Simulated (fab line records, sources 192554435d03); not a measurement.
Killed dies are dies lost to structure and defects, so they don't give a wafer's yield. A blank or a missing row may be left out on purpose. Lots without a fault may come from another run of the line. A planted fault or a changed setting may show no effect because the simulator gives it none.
Which tool did it? | flow n5_finfet | 23 lots, 69 wafers sampled, at 5 steps of a route of 1938

WHAT THE GAUGES READ, wafer by wafer
N5_BEOL_M10_CD_MEAS_18: pitch 140 nm, target cd 70 nm.
lot  | measured     | on        | cd_nm (nm)
L077 | day 10 11:29 | cd_sem-01 | 70.0 69.8 69.0
L076 | day 10 17:04 | cd_sem-03 | 70.3 71.4 70.2
L075 | day 10 19:28 | cd_sem-03 | 70.7 70.3 70.4
L078 | day 10 23:04 | cd_sem-02 | 70.6 70.2 70.2
L079 | day 11 05:49 | cd_sem-02 | 71.8 70.2 70.5
L080 | day 11 05:47 | cd_sem-01 | 69.0 70.3 69.6
L081 | day 11 06:19 | cd_sem-03 | 70.1 70.1 70.2
L082 | day 11 17:16 | cd_sem-03 | 70.5 69.9 69.6
L083 | day 12 03:13 | cd_sem-01 | 71.1 70.7 69.8
L085 | day 12 14:28 | cd_sem-02 | 70.0 69.8 71.1
L088 | day 13 11:51 | cd_sem-02 | 70.8 71.0 71.5
L086 | day 13 12:08 | cd_sem-03 | 70.6 71.0 70.4
L084 | day 13 12:18 | cd_sem-03 | 69.8 69.8 69.9
L090 | day 13 12:30 | cd_sem-02 | 70.5 69.8 70.4
L087 | day 13 12:39 | cd_sem-03 | 70.1 69.7 70.2
L089 | day 13 16:34 | cd_sem-02 | 70.0 69.8 70.5
L091 | day 14 05:23 | cd_sem-02 | 70.5 71.0 71.2
L092 | day 14 15:09 | cd_sem-02 | 70.6 70.4 69.8
L093 | day 14 23:32 | cd_sem-02 | 70.5 70.1 69.8
L094 | day 15 00:29 | cd_sem-03 | 70.6 69.9 71.3
L096 | day 15 07:53 | cd_sem-03 | 71.1 70.9 71.3
L095 | day 15 08:10 | cd_sem-03 | 70.6 70.8 70.6
L097 | day 16 09:32 | cd_sem-03 | 69.7 70.1 69.2

WHICH TOOL RAN EACH LOT (tool, then ch and the chambers of the sampled wafers, then the start)
lot  | N5_BEOL_M10_ILD_DEP_00          | N5_BEOL_M10_CURE_71           | N5_BEOL_M10_DESCUM_16              | N5_BEOL_M10_ETCH_62
L077 | pecvd-02 ch 0,2, day 10 07:56   | uv_cure-01 ch 1, day 10 08:35 | rie_diel-05 ch 1,2, day 10 10:59   | rie_diel-05 ch 1,2, day 10 11:04
L076 | pecvd-04 ch 0,2, day 10 13:45   | uv_cure-03 ch 1, day 10 13:59 | rie_diel-04 ch 0,2,3, day 10 16:37 | rie_diel-04 ch 0,2,3, day 10 16:42
L075 | pecvd-02 ch 0,1, day 10 16:13   | uv_cure-02 ch 0, day 10 16:26 | rie_diel-04 ch 1,2, day 10 18:47   | rie_diel-04 ch 1,2, day 10 18:52
L078 | pecvd-04 ch 0,1, day 10 20:17   | uv_cure-02 ch 2, day 10 20:26 | rie_diel-04 ch 1,3, day 10 22:28   | rie_diel-04 ch 1,3, day 10 22:32
L079 | pecvd-02 ch 0,1,2, day 11 01:37 | uv_cure-01 ch 0, day 11 02:01 | rie_diel-04 ch 1,3, day 11 05:16   | rie_diel-04 ch 1,3, day 11 05:21
L080 | pecvd-02 ch 0,1,2, day 11 02:05 | uv_cure-03 ch 2, day 11 02:10 | rie_diel-02 ch 0,1, day 11 05:15   | rie_diel-02 ch 0,1, day 11 05:20
L081 | pecvd-04 ch 0,1, day 11 02:52   | uv_cure-02 ch 0, day 11 02:56 | rie_diel-04 ch 1,2,3, day 11 05:50 | rie_diel-04 ch 1,2,3, day 11 05:56
L082 | pecvd-04 ch 0,1,2, day 11 14:16 | uv_cure-01 ch 1, day 11 14:21 | rie_diel-05 ch 0,3, day 11 16:44   | rie_diel-05 ch 0,3, day 11 16:49
L083 | pecvd-02 ch 0,2, day 11 23:56   | uv_cure-02 ch 1, day 12 00:00 | rie_diel-05 ch 0,2,3, day 12 02:43 | rie_diel-05 ch 0,2,3, day 12 02:48
L085 | pecvd-04 ch 0,2, day 12 12:17   | uv_cure-02 ch 0, day 12 12:26 | rie_diel-02 ch 2,3, day 12 14:01   | rie_diel-02 ch 2,3, day 12 14:06
L088 | pecvd-04 ch 1,2, day 13 08:20   | uv_cure-01 ch 0, day 13 08:29 | rie_diel-02 ch 0,1,2, day 13 11:24 | rie_diel-02 ch 0,1,2, day 13 11:29
L086 | pecvd-04 ch 0,1,2, day 13 08:35 | uv_cure-03 ch 2, day 13 08:40 | rie_diel-02 ch 0,2,3, day 13 11:39 | rie_diel-02 ch 0,2,3, day 13 11:44
L084 | pecvd-02 ch 1,2, day 13 08:37   | uv_cure-02 ch 2, day 13 08:43 | rie_diel-04 ch 0,2, day 13 11:49   | rie_diel-04 ch 0,2, day 13 11:55
L090 | pecvd-01 ch 1,2, day 13 08:51   | uv_cure-01 ch 0, day 13 09:01 | rie_diel-02 ch 0,2,3, day 13 11:59 | rie_diel-02 ch 0,2,3, day 13 12:04
L087 | pecvd-02 ch 1,2, day 13 09:21   | uv_cure-02 ch 2, day 13 09:26 | rie_diel-05 ch 0,1, day 13 12:11   | rie_diel-05 ch 0,1, day 13 12:16
L089 | pecvd-02 ch 1,2, day 13 13:28   | uv_cure-03 ch 1, day 13 13:42 | rie_diel-02 ch 0,2,3, day 13 16:07 | rie_diel-02 ch 0,2,3, day 13 16:12
L091 | pecvd-04 ch 0,1, day 14 01:53   | uv_cure-01 ch 0, day 14 01:58 | rie_diel-02 ch 1,2, day 14 04:53   | rie_diel-02 ch 1,2, day 14 04:59
L092 | pecvd-04 ch 0,2, day 14 11:52   | uv_cure-02 ch 1, day 14 12:01 | rie_diel-05 ch 0,1, day 14 14:40   | rie_diel-05 ch 0,1, day 14 14:46
L093 | pecvd-04 ch 0,1,2, day 14 20:30 | uv_cure-02 ch 2, day 14 20:44 | rie_diel-02 ch 0,1,3, day 14 23:05 | rie_diel-02 ch 0,1,3, day 14 23:11
L094 | pecvd-01 ch 0,1,2, day 14 20:53 | uv_cure-01 ch 0, day 14 21:44 | rie_diel-04 ch 0,1,2, day 15 00:02 | rie_diel-04 ch 0,1,2, day 15 00:07
L096 | pecvd-02 ch 0,1,2, day 15 04:02 | uv_cure-03 ch 2, day 15 04:07 | rie_diel-04 ch 1,2, day 15 07:26   | rie_diel-04 ch 1,2, day 15 07:31
L095 | pecvd-04 ch 0,1, day 15 04:19   | uv_cure-02 ch 0, day 15 04:29 | rie_diel-02 ch 0,1, day 15 07:43   | rie_diel-02 ch 0,1, day 15 07:47
L097 | pecvd-02 ch 0,1,2, day 16 06:22 | uv_cure-02 ch 1, day 16 06:40 | rie_diel-05 ch 0,1,3, day 16 08:53 | rie_diel-05 ch 0,1,3, day 16 09:02
- N5_BEOL_M10_ILD_DEP_00: deposits SiCOH lowk from DEMS/porogen, target thk 308.51 nm, time 58 s.
- N5_BEOL_M10_CURE_71: cures SiCOH lowk, time 240 s.
- N5_BEOL_M10_DESCUM_16: chemistry O2, time 7.9 s.
- N5_BEOL_M10_ETCH_62: etches SOC in N2/H2, target depth 110 nm, overetch 22 nm, time 165 s.

WHAT THE TOOLS THEMSELVES READ (means of the sampled wafers that have a number; where no wafer has one, the mark that the record gives instead)
N5_BEOL_M10_ILD_DEP_00.
lot  | tool     | heater_power_w (W) | showerhead_plenum_p_Torr (Torr) | throttle_valve_pct (%)
L077 | pecvd-02 | 385                | 5.732                           | 13.9
L076 | pecvd-04 | 244                | 5.735                           | 12.8
L075 | pecvd-02 | 343                | 5.754                           | 14.5
L078 | pecvd-04 | 316                | 5.740                           | 13.8
L079 | pecvd-02 | 310                | 5.754                           | 14.0
L080 | pecvd-02 | 327                | 5.742                           | 14.0
L081 | pecvd-04 | 299                | 5.752                           | 13.9
L082 | pecvd-04 | 273                | 5.743                           | 13.4
L083 | pecvd-02 | 351                | 5.736                           | 13.9
L085 | pecvd-04 | 304                | 5.734                           | 13.4
L088 | pecvd-04 | 261                | 5.751                           | 12.8
L086 | pecvd-04 | 268                | 5.741                           | 13.5
L084 | pecvd-02 | 346                | 5.740                           | 13.6
L090 | pecvd-01 | 294                | 5.760                           | 14.3
L087 | pecvd-02 | 318                | 5.745                           | 13.6
L089 | pecvd-02 | 355                | 5.744                           | 13.5
L091 | pecvd-04 | 266                | 5.771                           | 13.8
L092 | pecvd-04 | 252                | 5.730                           | 12.8
L093 | pecvd-04 | 285                | 5.744                           | 13.5
L094 | pecvd-01 | 311                | 5.746                           | 13.9
L096 | pecvd-02 | 338                | 5.747                           | 14.1
L095 | pecvd-04 | 276                | 5.750                           | 13.9
L097 | pecvd-02 | 349                | 5.741                           | 14.1

N5_BEOL_M10_CURE_71.
lot  | tool       | lamp_power_pct (%) | wafer_temp_C_max
L077 | uv_cure-01 | 52.37              | 387.5
L076 | uv_cure-03 | 52.24              | 388.0
L075 | uv_cure-02 | 52.38              | 387.0
L078 | uv_cure-02 | 52.31              | 386.9
L079 | uv_cure-01 | 52.33              | 386.1
L080 | uv_cure-03 | 52.32              | 387.9
L081 | uv_cure-02 | 52.35              | 387.4
L082 | uv_cure-01 | 52.29              | 387.6
L083 | uv_cure-02 | 52.29              | 386.8
L085 | uv_cure-02 | 52.31              | 387.2
L088 | uv_cure-01 | 52.30              | 386.3
L086 | uv_cure-03 | 52.28              | 387.8
L084 | uv_cure-02 | 52.32              | 387.1
L090 | uv_cure-01 | 52.30              | 386.4
L087 | uv_cure-02 | 52.38              | 386.7
L089 | uv_cure-03 | 52.26              | 387.5
L091 | uv_cure-01 | 52.29              | 385.8
L092 | uv_cure-02 | 52.30              | 386.6
L093 | uv_cure-02 | 52.28              | 386.9
L094 | uv_cure-01 | 52.25              | 385.8
L096 | uv_cure-03 | 52.29              | 388.0
L095 | uv_cure-02 | 52.28              | 387.0
L097 | uv_cure-02 | 52.32              | 386.7

N5_BEOL_M10_DESCUM_16.
lot  | tool        | drypump_motor_current_A (A) | o2_flow_sccm (sccm) | oes_product_au (a.u.) | rf_vpp_V (V) | showerhead_plenum_p_Torr (Torr) | throttle_valve_pct (%)
L077 | rie_diel-05 | 5.7                         | 224.9               | 0.72                  | 242.0        | 2.03                            | 20.42
L076 | rie_diel-04 | 5.4                         | 225.0               | 0.75                  | 242.2        | 2.00                            | 20.40
L075 | rie_diel-04 | 5.0                         | 224.8               | 0.80                  | 243.1        | 2.08                            | 20.44
L078 | rie_diel-04 | 5.4                         | 224.8               | 0.70                  | 242.2        | 2.08                            | 20.48
L079 | rie_diel-04 | 5.5                         | 224.6               | 0.69                  | 242.7        | 2.02                            | 20.40
L080 | rie_diel-02 | 5.2                         | 224.7               | 0.79                  | 242.2        | 2.09                            | 20.34
L081 | rie_diel-04 | 5.2                         | 224.7               | 0.75                  | 243.8        | 2.05                            | 20.42
L082 | rie_diel-05 | 5.2                         | 225.0               | 0.80                  | 244.3        | 2.14                            | 20.11
L083 | rie_diel-05 | 5.5                         | 225.4               | 0.77                  | 244.1        | 2.16                            | 20.24
L085 | rie_diel-02 | 5.7                         | 224.5               | 0.74                  | 244.2        | 2.13                            | 20.44
L088 | rie_diel-02 | 5.5                         | 224.9               | 0.73                  | 243.8        | 2.08                            | 20.43
L086 | rie_diel-02 | 5.6                         | 224.4               | 0.73                  | 243.1        | 2.07                            | 20.44
L084 | rie_diel-04 | 5.2                         | 225.5               | 0.77                  | 241.4        | 2.01                            | 20.48
L090 | rie_diel-02 | 5.7                         | 224.2               | 0.74                  | 243.7        | 2.07                            | 20.44
L087 | rie_diel-05 | 5.2                         | 225.0               | 0.74                  | 242.0        | 2.05                            | 20.19
L089 | rie_diel-02 | 5.7                         | 225.2               | 0.74                  | 243.0        | 2.07                            | 20.45
L091 | rie_diel-02 | 5.3                         | 223.9               | 0.76                  | 243.7        | 2.13                            | 20.38
L092 | rie_diel-05 | 5.1                         | 224.6               | 0.73                  | 242.1        | 2.05                            | 20.21
L093 | rie_diel-02 | 5.4                         | 225.1               | 0.76                  | 242.7        | 2.07                            | 20.40
L094 | rie_diel-04 | 5.3                         | 225.7               | 0.81                  | 242.2        | 2.04                            | 20.44
L096 | rie_diel-04 | 5.1                         | 224.8               | 0.89                  | 243.4        | 2.10                            | 20.37
L095 | rie_diel-02 | 5.2                         | 224.5               | 0.75                  | 242.0        | 2.07                            | 20.40
L097 | rie_diel-05 | 5.4                         | 225.6               | 0.74                  | 243.4        | 2.07                            | 20.28

N5_BEOL_M10_ETCH_62.
lot  | tool        | drypump_motor_current_A (A) | oes_product_au (a.u.) | rf_vpp_V (V) | showerhead_plenum_p_Torr (Torr) | throttle_valve_pct (%)
L077 | rie_diel-05 | 5.6                         | 0.61                  | 522.0        | 2.49                            | 17.98
L076 | rie_diel-04 | 5.4                         | 0.63                  | 520.2        | 2.43                            | 17.82
L075 | rie_diel-04 | 5.0                         | 0.68                  | 523.1        | 2.51                            | 17.73
L078 | rie_diel-04 | 5.4                         | 0.59                  | 523.4        | 2.54                            | 17.95
L079 | rie_diel-04 | 5.5                         | 0.59                  | 521.4        | 2.47                            | 17.90
L080 | rie_diel-02 | 5.2                         | 0.66                  | 523.2        | 2.53                            | 17.72
L081 | rie_diel-04 | 5.2                         | 0.63                  | 522.0        | 2.49                            | 17.81
L082 | rie_diel-05 | 5.2                         | 0.68                  | 525.7        | 2.61                            | 17.54
L083 | rie_diel-05 | 5.5                         | 0.66                  | 525.7        | 2.63                            | 17.72
L085 | rie_diel-02 | 5.7                         | 0.63                  | 526.0        | 2.61                            | 17.93
L088 | rie_diel-02 | 5.5                         | 0.62                  | 521.8        | 2.54                            | 17.93
L086 | rie_diel-02 | 5.7                         | 0.62                  | 523.0        | 2.53                            | 17.96
L084 | rie_diel-04 | 5.2                         | 0.66                  | 520.5        | 2.44                            | 17.79
L090 | rie_diel-02 | 5.7                         | 0.63                  | 523.5        | 2.53                            | 17.98
L087 | rie_diel-05 | 5.2                         | 0.63                  | 523.4        | 2.51                            | 17.69
L089 | rie_diel-02 | 5.6                         | 0.62                  | 523.8        | 2.53                            | 17.97
L091 | rie_diel-02 | 5.3                         | 0.65                  | 524.9        | 2.59                            | 17.73
L092 | rie_diel-05 | 5.1                         | 0.63                  | 523.3        | 2.51                            | 17.71
L093 | rie_diel-02 | 5.4                         | 0.65                  | 522.7        | 2.51                            | 17.81
L094 | rie_diel-04 | 5.3                         | 0.68                  | 522.7        | 2.48                            | 17.81
L096 | rie_diel-04 | 5.1                         | 0.74                  | 524.4        | 2.54                            | 17.65
L095 | rie_diel-02 | 5.2                         | 0.64                  | 522.9        | 2.51                            | 17.77
L097 | rie_diel-05 | 5.4                         | 0.63                  | 523.8        | 2.54                            | 17.83

THE ANSWER, worked out from the rows above alone
Rule: what is usual is taken from the lots themselves. Put in order of their means at a reading, lots are off if they are a third of the lots or fewer, leave a main group of 4 or more, and stand apart from it by a gap of 3 or more times the standard deviation of the main group's means; of several such gaps the widest counts. A main group whose means are all the same, to the digits that the tables above print for the reading, isn't used. A lot without any number at a reading at which 4 lots or more have one is off too. The other lots that the step has rows for count as sound. The gauges are gone through in route order, then the tools' own readings, and for those a lot's mean is taken as printed above. The first step at which some lot is off is used, and at that step the reading that is off furthest; a lot without a number counts as furthest.
No lot is off at any reading shown: from this, nothing can be told.

WHAT THE SIMULATOR HAD PUT IN
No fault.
